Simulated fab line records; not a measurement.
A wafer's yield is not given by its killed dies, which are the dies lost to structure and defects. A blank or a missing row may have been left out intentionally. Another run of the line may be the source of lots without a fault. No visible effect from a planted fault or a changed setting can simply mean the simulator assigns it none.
A lot that was struck, set against a sound lot	flow n5-finfet	14 steps out of a route of 1938
Sound: wafers L175.1, L175.2, L175.5. The struck wafers were L170.2, L170.5, L170.6. At the end, the cause is stated.
At each step with rows: each side's tool, then ch and its chambers, then its first start. Under that, the readings that differ: sound wafers	struck wafers	difference of the means	sigmas: that difference in standard deviations of wafers without a fault.
alike: a reading whose means differ by less than 2 such deviations, as well as words and numbers matching on both sides. not compared: withheld readings; readings where some wafer has no value; bounds like >300 that might hide an equal value; numbers whose values overlap and for which the record gives no deviation.
A row with sigmas, a row that says differs or no value, or rows on one side alone: a step with any of these is where the two part. When numbers do not overlap yet have no deviation, they are printed without sigmas and do not part them. A reading missing from all wafers of one side parts the sides only when that side holds two or more wafers.

N5_BEOL_M2_STRIP_66: strips in CF4.
  sound on rie-diel-02 ch 2,3, day 11 00:50; struck on rie-diel-04 ch 0,2,3, day 9 16:21
  alike: drypump-motor-current-A, oes-product-au, rf-vpp-V, showerhead-plenum-p-Torr, throttle-valve-pct
  not compared: rf-hours-counter-h
N5_BEOL_M2_HM_OPEN_17: chemistry Cl2/BCl3, target TiN, target depth 20 nm, overetch 6 nm.
  sound on rie-metal-01 ch 0,1, day 11 00:53; struck on rie-metal-01 ch 0,1, day 9 16:23
  alike: bias-w, drypump-motor-current-A, mfc-ar-sccm, oes-product-au, throttle-valve-pct
  not compared: rf-hours-counter-h
N5_BEOL_M2_STRIP_19: strips in O2.
  sound on rie-diel-02 ch 0,1,2, day 11 00:59; struck on rie-diel-02 ch 1,2,3, day 9 16:31
  alike: drypump-motor-current-A, oes-product-au, rf-vpp-V, showerhead-plenum-p-Torr, throttle-valve-pct
  not compared: rf-hours-counter-h
N5_BEOL_M2_CD_MEAS_18: pitch 36 nm, target cd 18 nm.
  sound on cd-sem-01, day 11 01:04; struck on cd-sem-03, day 9 16:35
  alike: cd-nm
then, 8 steps without rows for these wafers: N5_BEOL_M2_COAT_67 (time 60 s, resist thk 60 nm); N5_BEOL_M2_COAT_68 (time 60 s, resist thk 12 nm); N5_BEOL_M2_COAT_76 (time 60 s, resist thk 5 nm); N5_BEOL_M2_COAT_22 (resist thk 30 nm); N5_BEOL_M2_EBR_24; N5_BEOL_M2_SOFTBAKE_23 (time 60 s); N5_BEOL_M2_EXPOSE_25 (exposes mask V1, defocus 5 nm); N5_BEOL_M2_PEB_26 (peb time 60 s).
N5_BEOL_M2_DEVELOP_27: develop time 30 s.
  struck on litho-track-05, day 9 16:58; sound on litho-track-05 ch 0, day 11 01:26
  no value came back on the struck wafers for chill-plate-temp-C (C), develop-time-s (s), exhaust-pa (Pa); on the sound wafers chill-plate-temp-C (C) reads 22.98 22.85 23.10
reading	sound	struck	difference	sigmas
model.CAR-EUV_of_BEOL_M2_COAT_22.thk-nm (nm)	29.4 29.4 29.4	30 30 30	+1	
N5_BEOL_M2_CD_MEAS_28: target cd 26.2 nm, target cd y 24.1 nm.
  sound on cd-sem-01 ch 0, day 11 01:30; struck on cd-sem-03 ch 0, day 9 17:02
reading	sound	struck	difference	sigmas
cd-nm (nm)	26.04 25.90 26.43	- - -	no value on the struck wafers	

WHERE THEY PART
At N5_BEOL_M2_DEVELOP_27 first; at N5_BEOL_M2_CD_MEAS_28 last (within this record only).

WHY: the cause the simulator had injected
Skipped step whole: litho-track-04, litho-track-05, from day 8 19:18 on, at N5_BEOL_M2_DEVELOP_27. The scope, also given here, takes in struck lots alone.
